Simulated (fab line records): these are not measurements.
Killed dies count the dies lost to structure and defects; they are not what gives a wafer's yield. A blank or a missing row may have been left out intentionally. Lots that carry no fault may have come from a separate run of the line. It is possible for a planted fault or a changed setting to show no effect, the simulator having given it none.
Matching of chambers || flow nand harc || 4 sister chambers for NHARC_A_STAIRCASE_DESCUM_219 on rie diel-02
The step chemistry O2, time 3 s. 8 wafers are shown with their chamber, then 11 later ones without.

## WAFERS, EACH WITH ITS CHAMBER
{"wafer": "L076.6", "chamber": 3, "drypump motor current A (A)": 5.22, "showerhead plenum p Torr (Torr)": 1.93}
{"wafer": "L074.6", "chamber": 3, "drypump motor current A (A)": 5.24, "showerhead plenum p Torr (Torr)": 1.93}
{"wafer": "L084.1", "chamber": 0, "drypump motor current A (A)": 5.79, "showerhead plenum p Torr (Torr)": 1.78}
{"wafer": "L084.3", "chamber": 2, "drypump motor current A (A)": 5.84, "showerhead plenum p Torr (Torr)": 1.98}
{"wafer": "L086.1", "chamber": 2, "drypump motor current A (A)": 5.87, "showerhead plenum p Torr (Torr)": 1.98}
{"wafer": "L086.3", "chamber": 0, "drypump motor current A (A)": 5.78, "showerhead plenum p Torr (Torr)": 1.78}
{"wafer": "L086.4", "chamber": 1, "drypump motor current A (A)": 5.59, "showerhead plenum p Torr (Torr)": 2.07}
{"wafer": "L088.1", "chamber": 1, "drypump motor current A (A)": 5.61, "showerhead plenum p Torr (Torr)": 2.06}

## WAFERS WHOSE CHAMBER IS MISSING
{"wafer": "L088.2", "drypump motor current A (A)": 5.86, "showerhead plenum p Torr (Torr)": 1.97}
{"wafer": "L088.5", "drypump motor current A (A)": 5.81, "showerhead plenum p Torr (Torr)": 1.77}
{"wafer": "L089.1", "drypump motor current A (A)": 5.89, "showerhead plenum p Torr (Torr)": 1.97}
{"wafer": "L089.3", "drypump motor current A (A)": 5.25, "showerhead plenum p Torr (Torr)": 1.92}
{"wafer": "L089.6", "drypump motor current A (A)": 5.23, "showerhead plenum p Torr (Torr)": 1.92}
{"wafer": "L090.2", "drypump motor current A (A)": 5.21, "showerhead plenum p Torr (Torr)": 1.91}
{"wafer": "L090.3", "drypump motor current A (A)": 5.78, "showerhead plenum p Torr (Torr)": 1.77}
{"wafer": "L090.6", "drypump motor current A (A)": 5.60, "showerhead plenum p Torr (Torr)": 2.06}
{"wafer": "L092.4", "drypump motor current A (A)": 5.58, "showerhead plenum p Torr (Torr)": 2.06}
{"wafer": "L092.5", "drypump motor current A (A)": 5.27, "showerhead plenum p Torr (Torr)": 1.91}
{"wafer": "L092.6", "drypump motor current A (A)": 5.88, "showerhead plenum p Torr (Torr)": 1.97}

## CHAMBER TAKEN BY EACH
{"wafer": "L088.2", "from the rows above": 2, "in truth": 2}
{"wafer": "L088.5", "from the rows above": 0, "in truth": 0}
{"wafer": "L089.1", "from the rows above": 2, "in truth": 2}
{"wafer": "L089.3", "from the rows above": 3, "in truth": 3}
{"wafer": "L089.6", "from the rows above": 3, "in truth": 3}
{"wafer": "L090.2", "from the rows above": 3, "in truth": 3}
{"wafer": "L090.3", "from the rows above": 0, "in truth": 0}
{"wafer": "L090.6", "from the rows above": 1, "in truth": 1}
{"wafer": "L092.4", "from the rows above": 1, "in truth": 1}
{"wafer": "L092.5", "from the rows above": 3, "in truth": 3}
{"wafer": "L092.6", "from the rows above": 2, "in truth": 2}
Correctly placed: 11 of 11. Left unplaced by these rows: 0. 0 placed wrongly.
How it was worked out, from the rows above alone: a wafer's distance from a chamber is the root of the sum, over the readings, of the square of ((its reading less the chamber's mean) divided by the reading's scatter). The wafer belongs to the nearest chamber; if the next one is less than 2 further off, it can't be placed. For every chamber, the mean is computed from those of its wafers that are shown. The scatter: take each reading less its chamber's mean, square it, sum over the shown wafers, divide by the number of wafers less the number of chambers, and take the root.
